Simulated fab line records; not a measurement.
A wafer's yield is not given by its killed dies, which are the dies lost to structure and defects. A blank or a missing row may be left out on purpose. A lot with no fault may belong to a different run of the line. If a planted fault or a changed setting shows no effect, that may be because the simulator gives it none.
fab line records ; flow nand-harc ; part 1 of 2: steps 1 to 23 of 24
record: lots: 7; wafers: 21; last-day: 24
route steps=1159 shown P_M1@315 P_M2@318 END@1159
lots that met no fault: taken from a fault-free run of the same line
start-h: hours from the record's first day to the start of the lot's first wafer shown ; wait-h: time in hours since the lot's previous step ; " as in the row above ; L1.1+2: a single row standing in for several wafers ; - no value, or no start given ; * or withheld: withheld ; < > ~ a bound
route shown NAME@n: names a module that has steps shown in the file, with the first one's number in the route ; usual: mean/standard deviation taken from wafers without a fault ; same: alike in all rows ; chamber/n: place in a boat ; sites: per-site readings ; _std_site: how widely they spread, as a standard deviation ; _edge_site: inner sites' mean taken away from outer sites' mean ; radius-mm: for every site, how far away it sits from the centre of the wafer ; mask NAME#n: copy n ; behind: the most recent tool/chamber to have shaped the wafer ; hold: reason for holding the lot/hours on hold/outcome of the hold ; device: the transistor (n, p or np) that didn't switch ; end of line: the same wafers' tests at the end of the route ; for a step that has no rows: nothing shown but its recipe ; killed: not the wafer's yield, but the dies lost to structure and defects at the first sort ; map: shows each die of a wafer: x if killed, . if not, _ if none is there
set.NAME: the run value of the setting; set.NAME@STEP: its run value at that earlier step ; model.NAME: the simulator's own value behind a step, which no gauge read
lots at some steps of the route; a table a step, a row a wafer
services: when a tool's chamber went out of use (start-h, in hours from the record's first day, below 0 if earlier), for how many hours, and the reason
== steps ==
step: NHARC_P_M1_INSPECT_27
usual: raw-defect-count: 315/130
lot.wafer;tool;chamber;start-h;wait-h;raw-defect-count
L629.3;defect-inspect-01;-;124.03;0.0;566
L629.5;defect-inspect-01;-;124.03;0.0;701
L629.6;defect-inspect-01;-;124.03;0.0;422
L633.1;defect-inspect-01;-;150.30;0.0;354
L633.3;defect-inspect-01;-;150.30;0.0;201
L633.5;defect-inspect-01;-;150.30;0.0;294
L632.1;defect-inspect-01;-;151.44;0.0;419
L632.4;defect-inspect-01;-;151.44;0.0;442
L632.5;defect-inspect-01;-;151.44;0.0;475
L634.2;defect-inspect-02;-;164.12;0.0;256
L634.3;defect-inspect-02;-;164.12;0.0;281
L634.5;defect-inspect-02;-;164.12;0.0;196
L635.2;defect-inspect-02;-;164.74;0.0;389
L635.3;defect-inspect-02;-;164.74;0.0;227
L635.6;defect-inspect-02;-;164.74;0.0;280
L645.1;defect-inspect-01;-;222.36;0.0;663
L645.3;defect-inspect-01;-;222.36;0.0;507
L645.5;defect-inspect-01;-;222.36;0.0;351
L650.1;defect-inspect-01;-;248.75;0.0;132
L650.2;defect-inspect-01;-;248.75;0.0;175
L650.3;defect-inspect-01;-;248.75;0.0;234
step: NHARC_P_M1_PRE_CLEAN_32
recipe: time-s: 12; temp-c: 370; rf-power-w: 300; gas: NH3
usual: heater-power-w: 605/46
lot.wafer;tool;chamber;start-h;wait-h;heater-power-w
L629.3;pecvd-01;1;124.09;0.1;599
L629.6;pecvd-01;2;124.09;0.1;619
L629.5;pecvd-01;0;124.09;0.1;581
L633.1;pecvd-01;0;150.37;0.1;611
L633.3;pecvd-01;2;150.37;0.1;696
L633.5;pecvd-01;0;150.37;0.1;590
L632.1;pecvd-01;1;151.51;0.1;619
L632.4;pecvd-01;2;151.51;0.1;663
L632.5;pecvd-01;0;151.51;0.1;577
L634.3;pecvd-03;0;164.20;0.1;649
L634.2;pecvd-03;1;164.20;0.1;583
L634.5;pecvd-03;1;164.20;0.1;598
L635.2;pecvd-03;0;164.81;0.1;557
L635.3;pecvd-03;2;164.81;0.1;682
L635.6;pecvd-03;0;164.81;0.1;543
L645.1;pecvd-03;2;222.45;0.1;637
L645.3;pecvd-03;0;222.45;0.1;539
L645.5;pecvd-03;1;222.45;0.1;584
L650.3;pecvd-03;1;248.82;0.1;651
L650.2;pecvd-03;2;248.82;0.1;658
L650.1;pecvd-03;0;248.82;0.1;590
step: NHARC_P_M1_DEP_33
recipe: target-thk-a: 300; temp-c: 370; target-thk-nm: 30; pressure-torr: 3; flow-sccm: 200; rf-w: 450; material: SiCN
usual: heater-power-w: 555/49
lot.wafer;tool;chamber;start-h;wait-h;heater-power-w
L629.3;pecvd-01;1;124.17;0.1;567
L629.6;pecvd-01;2;124.17;0.1;582
L629.5;pecvd-01;0;124.17;0.1;518
L633.1;pecvd-01;0;150.45;0.1;561
L633.3;pecvd-01;2;150.45;0.1;657
L633.5;pecvd-01;0;150.45;0.1;540
L632.1;pecvd-01;1;151.59;0.1;579
L632.4;pecvd-01;2;151.59;0.1;652
L632.5;pecvd-01;0;151.59;0.1;531
L634.3;pecvd-03;0;164.31;0.1;590
L634.2;pecvd-03;1;164.31;0.1;532
L634.5;pecvd-03;1;164.31;0.1;530
L635.2;pecvd-03;0;164.89;0.1;565
L635.3;pecvd-03;2;164.89;0.1;614
L635.6;pecvd-03;0;164.89;0.1;578
L645.1;pecvd-03;2;222.55;0.1;520
L645.3;pecvd-03;0;222.55;0.1;500
L645.5;pecvd-03;1;222.55;0.1;574
L650.3;pecvd-03;1;248.90;0.1;529
L650.2;pecvd-03;2;248.90;0.1;571
L650.1;pecvd-03;0;248.90;0.1;524
step: NHARC_P_M2_DEP_00
recipe: target-thk-a: 1825; target-thk-nm: 182.5; temp-c: withheld; pressure-torr: 5; flow-sccm: 200; rf-w: 600; material: SiOC
step: NHARC_P_M2_DEHYDRATE_01
recipe: temp-c: 150; time-s: 120
step: NHARC_P_M2_HMDS_02
recipe: time-s: 30
step: NHARC_P_M2_COAT_34
recipe: temp-c: 200; time-s: 65
step: NHARC_P_M2_COAT_03
recipe: spin-rpm: 1500; resist-thk-nm: 90
step: NHARC_P_M2_SOFTBAKE_04
recipe: temp-c: 105; time-s: 55
step: NHARC_P_M2_EBR_05
step: NHARC_P_M2_EXPOSE_06
recipe: na: 1.35; target-cd-nm: 170; dose-mj: 80.78; mask-id: P_M2
step: NHARC_P_M2_PEB_07
recipe: peb-temp-c: 100; peb-time-s: 65
lot.wafer;tool;chamber;start-h;wait-h
L629.3+5+6;litho-track-01;0;125.22;0.0
L633.1+3+5;litho-track-01;0;151.62;0.1
L632.1+4+5;litho-track-01;0;152.61;0.1
L634.2+3+5;litho-track-01;0;165.44;0.1
L635.2+3+6;litho-track-01;0;166.07;0.1
L645.1+3+5;litho-track-06;0;223.69;0.1
L650.1+2+3;litho-track-06;0;250.07;0.1
step: NHARC_P_M2_DEVELOP_08
recipe: develop-time-s: 35; dev-temp-c: 23
step: NHARC_P_M2_CD_MEAS_09
recipe: target-cd-nm: 170; landing-energy-ev: 500
usual: cd-nm: 170.1/0.79
lot.wafer;tool;chamber;start-h;wait-h;cd-nm
L629.3;cd-sem-03;0;125.30;-;170.5
L629.5;cd-sem-03;0;125.30;-;170.4
L629.6;cd-sem-03;0;125.30;-;169.7
L633.1;cd-sem-02;0;151.70;-;170.5
L633.3;cd-sem-02;0;151.70;-;169.4
L633.5;cd-sem-02;0;151.70;-;169.1
L632.1;cd-sem-02;0;152.69;-;178.1
L632.4;cd-sem-02;0;152.69;-;179.7
L632.5;cd-sem-02;0;152.69;-;179.7
L634.2;cd-sem-02;0;165.52;-;179.8
L634.3;cd-sem-02;0;165.52;-;180.4
L634.5;cd-sem-02;0;165.52;-;179.5
L635.2;cd-sem-02;0;166.15;-;176.7
L635.3;cd-sem-02;0;166.15;-;177.0
L635.6;cd-sem-02;0;166.15;-;177.3
L645.1;cd-sem-02;0;223.77;-;170.1
L645.3;cd-sem-02;0;223.77;-;171.0
L645.5;cd-sem-02;0;223.77;-;170.1
L650.1;cd-sem-02;0;250.15;-;170.6
L650.2;cd-sem-02;0;250.15;-;170.9
L650.3;cd-sem-02;0;250.15;-;169.6
step: NHARC_P_M2_OVL_MEAS_10
recipe: pitch-nm: 340
usual: overlay-x-nm: 0.1/0.81; overlay-y-nm: -0.1/0.68
lot.wafer;tool;chamber;start-h;wait-h;overlay-x-nm;overlay-y-nm
L629.3;overlay-01;-;125.38;-;1.0;-0.3
L629.5;overlay-01;-;125.38;-;0.4;-0.2
L629.6;overlay-01;-;125.38;-;0.8;0.2
L633.1;overlay-01;-;151.78;-;1.1;0.0
L633.3;overlay-01;-;151.78;-;-0.3;0.0
L633.5;overlay-01;-;151.78;-;0.7;-0.3
L632.1;overlay-02;-;152.78;-;-0.5;-0.8
L632.4;overlay-02;-;152.78;-;-1.0;-0.4
L632.5;overlay-02;-;152.78;-;-1.3;-0.3
L634.2;overlay-02;-;165.61;-;-0.3;0.6
L634.3;overlay-02;-;165.61;-;0.0;0.4
L634.5;overlay-02;-;165.61;-;0.1;0.3
L635.2;overlay-01;-;166.23;-;1.0;-0.3
L635.3;overlay-01;-;166.23;-;1.6;0.8
L635.6;overlay-01;-;166.23;-;1.0;0.5
L645.1;overlay-02;-;223.86;-;1.3;-0.1
L645.3;overlay-02;-;223.86;-;1.7;0.0
L645.5;overlay-02;-;223.86;-;1.6;-0.6
L650.1;overlay-01;-;250.26;-;0.2;0.5
L650.2;overlay-01;-;250.26;-;0.0;0.0
L650.3;overlay-01;-;250.26;-;0.0;0.0
step: NHARC_P_M2_INSPECT_11
usual: raw-defect-count: 4.2/2.6
lot.wafer;tool;chamber;start-h;wait-h;raw-defect-count
L629.3;defect-inspect-02;-;125.42;0.0;4
L629.5;defect-inspect-02;-;125.42;0.0;6
L629.6;defect-inspect-02;-;125.42;0.0;3
L633.1;defect-inspect-01;-;151.82;0.0;3
L633.3;defect-inspect-01;-;151.82;0.0;13
L633.5;defect-inspect-01;-;151.82;0.0;9
L632.1;defect-inspect-01;-;152.81;0.0;4
L632.4;defect-inspect-01;-;152.81;0.0;0
L632.5;defect-inspect-01;-;152.81;0.0;6
L634.2;defect-inspect-01;-;165.64;0.0;4
L634.3;defect-inspect-01;-;165.64;0.0;4
L634.5;defect-inspect-01;-;165.64;0.0;5
L635.2;defect-inspect-02;-;166.27;0.0;4
L635.3;defect-inspect-02;-;166.27;0.0;6
L635.6;defect-inspect-02;-;166.27;0.0;2
L645.1;defect-inspect-02;-;223.89;0.0;4
L645.3;defect-inspect-02;-;223.89;0.0;3
L645.5;defect-inspect-02;-;223.89;0.0;4
L650.1;defect-inspect-01;-;250.29;0.0;3
L650.2;defect-inspect-01;-;250.29;0.0;4
L650.3;defect-inspect-01;-;250.29;0.0;3
step: NHARC_P_M2_DESCUM_14
recipe: time-s: 3; o2-flow-sccm: 200; ar-flow-sccm: 0; bias-power-w: 0; chemistry: O2
usual: drypump-motor-current-A: 5.7/0.32; oes-product-au: 1.001/0.013; rf-vpp-V: 57.7/0.87; showerhead-plenum-p-Torr: 1.92/0.084; throttle-valve-pct: 11.311/0.0091
lot.wafer;tool;chamber;start-h;wait-h;drypump-motor-current-A;oes-product-au;rf-hours-counter-h;rf-vpp-V;showerhead-plenum-p-Torr;throttle-valve-pct;model.P_M2.cd-nm
L629.3;rie-diel-10;2;125.51;0.1;6.0;0.989;24;58.1;2.04;11.304;170.5
L629.6;rie-diel-10;3;125.51;0.1;5.2;1.000;-;57.8;1.88;11.312;170.3
L629.5;rie-diel-10;0;125.51;0.1;5.7;1.011;-;56.4;1.90;11.298;171.4
L633.3;rie-diel-07;1;151.89;0.1;5.5;0.998;3;57.6;1.92;11.295;168.8
L633.1;rie-diel-07;2;151.89;0.1;6.0;1.001;3;58.0;2.03;11.310;170.9
L633.5;rie-diel-07;1;151.89;0.1;5.5;1.009;-;58.0;1.92;11.299;168.6
L632.4;rie-diel-07;1;152.87;0.1;5.5;0.998;3;58.1;1.92;11.313;178.7
L632.1;rie-diel-07;0;152.87;0.1;5.9;1.005;3;57.2;1.97;11.312;179
L632.5;rie-diel-07;2;152.87;0.1;6.0;0.990;-;58.5;2.03;11.303;179
L634.3;rie-diel-07;2;165.70;0.1;6.0;1.003;4;58.0;2.03;11.317;180.3
L634.2;rie-diel-07;3;165.70;0.1;5.4;0.988;4;57.9;1.86;11.312;178.6
L634.5;rie-diel-07;3;165.70;0.1;5.4;0.990;-;57.6;1.86;11.314;178
L635.3;rie-diel-11;3;166.33;0.1;5.4;1.002;52;57.8;1.82;11.311;177.7
L635.2;rie-diel-11;2;166.33;0.1;6.1;1.001;44;56.2;1.80;11.316;177.8
L635.6;rie-diel-11;2;166.33;0.1;6.1;1.007;-;56.8;1.80;11.303;178.3
L645.3;rie-diel-10;1;223.96;0.1;5.3;1.027;8;57.3;1.78;11.319;171.3
L645.1;rie-diel-10;2;223.96;0.1;6.1;1.005;9;58.9;2.03;11.321;169.6
L645.5;rie-diel-10;0;223.96;0.1;5.7;1.003;-;56.5;1.89;11.309;170.2
L650.2;rie-diel-07;0;250.36;0.1;5.8;1.002;0;55.8;1.97;11.304;170.7
L650.3;rie-diel-07;1;250.36;0.1;5.5;1.000;0;57.5;1.92;11.315;169.2
L650.1;rie-diel-07;3;250.36;0.1;5.5;0.996;0;58.7;1.85;11.306;170.3
step: NHARC_P_M2_ETCH_35
recipe: target-depth-a: 400; overetch-a: 120; time-s: 43.94; ion-energy-ev: 200; n2-flow-sccm: 150; h2-flow-sccm: 150; ar-flow-sccm: 0; rf-w: 400; bias-w: 150; chemistry: N2/H2
usual: drypump-motor-current-A: 5.7/0.32; oes-product-au: 1.000/0.015; rf-vpp-V: 430.7/2.5; showerhead-plenum-p-Torr: 2.05/0.091; throttle-valve-pct: 14.171/0.0091
lot.wafer;tool;chamber;start-h;wait-h;drypump-motor-current-A;oes-product-au;rf-hours-counter-h;rf-vpp-V;showerhead-plenum-p-Torr;throttle-valve-pct
L629.3;rie-diel-10;0;125.57;0.1;5.7;1.007;25;431.2;2.02;14.160
L629.6;rie-diel-10;0;125.57;0.1;5.7;1.002;-;431.4;2.02;14.167
L629.5;rie-diel-10;1;125.57;0.1;5.3;1.004;-;428.6;1.90;14.187
L633.3;rie-diel-07;1;151.97;0.1;5.5;1.010;3;430.3;2.04;14.183
L633.1;rie-diel-07;3;151.97;0.1;5.5;0.979;3;428.9;1.98;14.178
L633.5;rie-diel-07;0;151.97;0.1;5.9;1.016;-;432.5;2.10;14.164
L632.4;rie-diel-07;0;152.96;0.1;5.9;1.004;3;432.4;2.10;14.163
L632.1;rie-diel-07;2;152.96;0.1;6.0;1.003;3;433.0;2.17;14.177
L632.5;rie-diel-07;0;152.96;0.1;5.9;1.007;-;434.0;2.10;14.183
L634.2;rie-diel-07;0;165.81;0.1;5.9;1.004;4;433.6;2.10;14.182
L634.3;rie-diel-07;3;165.81;0.1;5.4;0.987;4;428.1;1.98;14.159
L634.5;rie-diel-07;3;165.81;0.1;5.4;0.995;-;429.8;1.98;14.189
L635.3;rie-diel-11;1;166.43;0.1;5.4;1.000;49;427.9;1.92;14.186
L635.2;rie-diel-11;3;166.43;0.1;5.3;0.985;52;427.6;1.94;14.160
L635.6;rie-diel-11;2;166.43;0.1;6.1;0.996;-;425.6;1.92;14.173
L645.1;rie-diel-10;0;224.04;0.1;5.7;0.997;8;429.9;2.02;14.167
L645.3;rie-diel-10;1;224.04;0.1;5.3;1.028;8;425.0;1.89;14.171
L645.5;rie-diel-10;0;224.04;0.1;5.8;1.004;-;429.7;2.02;14.168
L650.1;rie-diel-07;3;250.45;0.1;5.4;0.996;0;429.0;1.97;14.167
L650.3;rie-diel-07;1;250.45;0.1;5.5;1.002;0;429.9;2.04;14.177
L650.2;rie-diel-07;2;250.45;0.1;6.0;1.010;0;435.8;2.17;14.170
step: NHARC_P_M2_ETCH_15
recipe: target-depth-a: 1825; time-s: 91.2; c4f8-flow-sccm: withheld; ar-flow-sccm: 400; rf-w: 600; bias-w: 300; chemistry: C4F8/Ar
usual: oes-product-au: 0.952/0.022; rf-vpp-V: 441.1/2.6
lot.wafer;tool;chamber;start-h;wait-h;oes-product-au;rf-hours-counter-h;rf-vpp-V
L629.3;rie-diel-10;3;-;-;0.925;20;439.1
L629.6;rie-diel-10;2;-;-;0.921;-;446.2
L629.5;rie-diel-10;3;-;-;0.932;-;440.5
L633.3;rie-diel-07;2;-;-;0.922;3;444.0
L633.1;rie-diel-07;0;-;-;0.933;3;442.3
L633.5;rie-diel-07;1;-;-;0.927;-;441.3
L632.1;rie-diel-07;0;-;-;0.991;3;442.5
L632.4;rie-diel-07;2;-;-;0.962;3;443.7
L632.5;rie-diel-07;0;-;-;0.986;-;442.0
L634.3;rie-diel-07;2;-;-;0.964;4;444.5
L634.2;rie-diel-07;3;-;-;0.965;4;440.2
L634.5;rie-diel-07;3;-;-;0.959;-;439.8
L635.2;rie-diel-11;3;-;-;0.930;52;438.3
L635.3;rie-diel-11;1;-;-;0.931;49;436.7
L635.6;rie-diel-11;3;-;-;0.923;-;439.4
L645.3;rie-diel-10;1;-;-;0.943;8;436.2
L645.1;rie-diel-10;2;-;-;0.928;9;444.4
L645.5;rie-diel-10;3;-;-;0.952;-;438.4
L650.3;rie-diel-07;1;-;-;0.963;0;439.2
L650.2;rie-diel-07;2;-;-;0.987;0;444.5
L650.1;rie-diel-07;3;-;-;0.969;0;440.8
step: NHARC_P_M2_CD_MEAS_16
usual: cd-nm: 170.0/1.1
lot.wafer;tool;chamber;start-h;wait-h;cd-nm
L629.3;cd-sem-02;-;125.79;-;170.3
L629.5;cd-sem-02;-;125.79;-;171.1
L629.6;cd-sem-02;-;125.79;-;170.6
L633.1;cd-sem-03;-;152.18;-;171.0
L633.3;cd-sem-03;-;152.18;-;167.9
L633.5;cd-sem-03;-;152.18;-;168.7
L632.1;cd-sem-03;-;153.18;-;178.7
L632.4;cd-sem-03;-;153.18;-;178.9
L632.5;cd-sem-03;-;153.18;-;179.5
L634.2;cd-sem-03;-;166.05;-;179.1
L634.3;cd-sem-03;-;166.05;-;180.4
L634.5;cd-sem-03;-;166.05;-;178.6
L635.2;cd-sem-03;-;166.68;-;177.9
L635.3;cd-sem-03;-;166.68;-;177.6
L635.6;cd-sem-03;-;166.68;-;178.7
L645.1;cd-sem-03;-;224.26;-;169.7
L645.3;cd-sem-03;-;224.26;-;171.6
L645.5;cd-sem-03;-;224.26;-;170.3
L650.1;cd-sem-02;-;250.67;-;169.5
L650.2;cd-sem-02;-;250.67;-;170.9
L650.3;cd-sem-02;-;250.67;-;169.3
step: NHARC_P_M2_STRIP_18
recipe: power-w: 1000; n2-flow-sccm: 150; h2-flow-sccm: 150; ar-flow-sccm: 0; bias-w: 0; chemistry: N2/H2
usual: drypump-motor-current-A: 5.68/0.3; oes-product-au: 1.003/0.015; rf-vpp-V: 90.7/0.94; showerhead-plenum-p-Torr: 2.05/0.092; throttle-valve-pct: 14.172/0.0091
lot.wafer;tool;chamber;start-h;wait-h;drypump-motor-current-A;oes-product-au;rf-hours-counter-h;rf-vpp-V;showerhead-plenum-p-Torr;throttle-valve-pct
L629.3;rie-diel-07;1;125.94;0.1;5.52;0.997;2;90.2;2.04;14.167
L629.6;rie-diel-07;2;125.94;0.1;6.00;0.984;-;89.9;2.17;14.177
L629.5;rie-diel-07;3;125.94;0.1;5.45;0.981;-;88.9;1.98;14.178
L633.1;rie-diel-07;1;152.26;0.1;5.53;1.001;3;89.8;2.04;14.168
L633.3;rie-diel-07;0;152.26;0.1;5.88;1.013;3;91.5;2.10;14.177
L633.5;rie-diel-07;1;152.26;0.1;5.52;1.012;-;90.1;2.04;14.173
L632.4;rie-diel-07;2;153.30;0.1;5.99;1.010;3;90.7;2.17;14.190
L632.1;rie-diel-07;3;153.30;0.1;5.40;1.004;3;91.1;1.98;14.177
L632.5;rie-diel-07;0;153.30;0.1;5.89;1.023;-;92.2;2.10;14.186
L634.3;rie-diel-07;3;166.13;0.1;5.42;0.994;4;89.9;1.98;14.173
L634.2;rie-diel-07;2;166.13;0.1;5.97;1.011;4;90.0;2.17;14.174
L634.5;rie-diel-07;2;166.13;0.1;5.96;1.006;-;90.7;2.17;14.172
L635.3;rie-diel-07;2;166.79;0.1;5.98;1.005;4;92.0;2.17;14.177
L635.2;rie-diel-07;3;166.79;0.1;5.44;0.991;4;90.5;1.98;14.194
L635.6;rie-diel-07;3;166.79;0.1;5.43;0.985;-;89.7;1.98;14.174
L645.3;rie-diel-07;3;224.33;0.1;5.43;0.977;6;90.7;1.97;14.167
L645.1;rie-diel-07;2;224.33;0.1;6.00;1.010;6;90.5;2.16;14.175
L645.5;rie-diel-07;3;224.33;0.1;5.42;0.969;-;90.5;1.98;14.175
L650.2;rie-diel-11;2;250.77;0.1;6.06;0.999;20;90.0;1.91;14.168
L650.1;rie-diel-11;3;250.77;0.1;5.34;0.972;20;89.2;1.93;14.175
L650.3;rie-diel-11;0;250.77;0.1;6.82;1.001;18;94.0;2.21;14.177
step: NHARC_P_M2_ETCH_28
recipe: target-depth-a: 300; over-etch-frac: 0.3; time-s: 72.99; ion-energy-ev: 150; cf4-flow-sccm: 50; n2-flow-sccm: 100; ar-flow-sccm: 150; rf-w: 300; bias-w: 100; chemistry: CF4/N2
usual: drypump-motor-current-A: 5.7/0.32; oes-product-au: 1.003/0.014; rf-vpp-V: 314.5/2; showerhead-plenum-p-Torr: 2.65/0.11; throttle-valve-pct: 19.794/0.0093
lot.wafer;tool;chamber;start-h;wait-h;drypump-motor-current-A;oes-product-au;rf-hours-counter-h;rf-vpp-V;showerhead-plenum-p-Torr;throttle-valve-pct;model.P_M2.cd-nm
L629.3;rie-diel-07;1;-;-;5.5;0.999;2;315.5;2.63;19.797;170.6
L629.5;rie-diel-07;1;-;-;5.5;1.002;-;314.6;2.63;19.789;170.9
L629.6;rie-diel-07;2;-;-;6.0;0.996;-;316.6;2.78;19.805;171.6
L633.1;rie-diel-07;1;-;-;5.5;1.000;3;315.3;2.63;19.780;171.3
L633.3;rie-diel-07;0;-;-;5.9;1.009;3;316.3;2.70;19.799;167.2
L633.5;rie-diel-07;1;-;-;5.5;1.009;-;314.5;2.63;19.794;168.6
L632.1;rie-diel-07;1;-;-;5.5;1.002;3;315.4;2.63;19.794;178.5
L632.4;rie-diel-07;2;-;-;6.0;0.997;3;317.0;2.78;19.802;180.6
L632.5;rie-diel-07;1;-;-;5.5;0.993;-;313.7;2.63;19.804;179
L634.2;rie-diel-07;0;-;-;5.9;1.007;4;318.0;2.70;19.780;180.3
L634.3;rie-diel-07;3;-;-;5.4;0.974;4;311.7;2.55;19.795;180.4
L634.5;rie-diel-07;2;-;-;6.0;0.994;-;315.7;2.78;19.799;180.2
L635.2;rie-diel-07;3;-;-;5.4;0.986;4;312.5;2.55;19.796;178.3
L635.3;rie-diel-07;0;-;-;5.9;1.011;4;315.6;2.70;19.802;179.5
L635.6;rie-diel-07;0;-;-;5.9;1.020;-;314.7;2.70;19.807;178.8
L645.3;rie-diel-07;1;-;-;5.5;0.999;5;315.8;2.63;19.799;171.1
L645.1;rie-diel-07;2;-;-;6.0;0.999;6;315.6;2.77;19.776;171
L645.5;rie-diel-07;2;-;-;6.0;1.010;-;316.7;2.77;19.780;170.2
L650.2;rie-diel-11;0;-;-;6.9;0.999;19;318.2;2.83;19.801;172.1
L650.3;rie-diel-11;1;-;-;5.5;0.981;19;311.6;2.47;19.794;169.1
L650.1;rie-diel-11;2;-;-;6.1;1.030;20;312.3;2.47;19.798;169
step: NHARC_P_M2_STRIP_19
recipe: time-s: 600; temp-c: 30; chemistry: post-etch-residue-remover
== key ==
first-sign: step: NHARC_P_M2_CD_MEAS_09; reading: cd-nm; direction: up; sigmas: 11; usual: 170.1; struck: 178.7; through: control-loop
effect: step: NHARC_P_M2_CD_MEAS_16; reading: cd-nm; direction: up; sigmas: 8; usual: 170.0; struck: 178.8; through: control-loop
model-effect: step: NHARC_P_M2_DESCUM_14; value: P_M2.cd-nm; without: 169.5; struck: 178.6
model-effect: step: NHARC_P_M2_ETCH_28; value: P_M2.cd-nm; without: 170.5; struck: 179.5
met-at NHARC_P_M2_PEB_07
struck-wafers L632.1,L632.4,L632.5,L634.2,L634.3,L634.5,L635.2,L635.3,L635.6
loop-trim: step: NHARC_P_M2_EXPOSE_06; setting: dose; lots: L635
onset-between 151.62 152.61
fault: kind: process-parameter-drift; tool: litho-track-01; chamber: -; onset-h: 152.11; steps: NHARC_P_M2_PEB_07; channel: peb-time-s; offset: *; shape: step; end-h: 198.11; acts-in: *; stated: *
loop-trim: a control loop set the setting to another value than it would have without faults
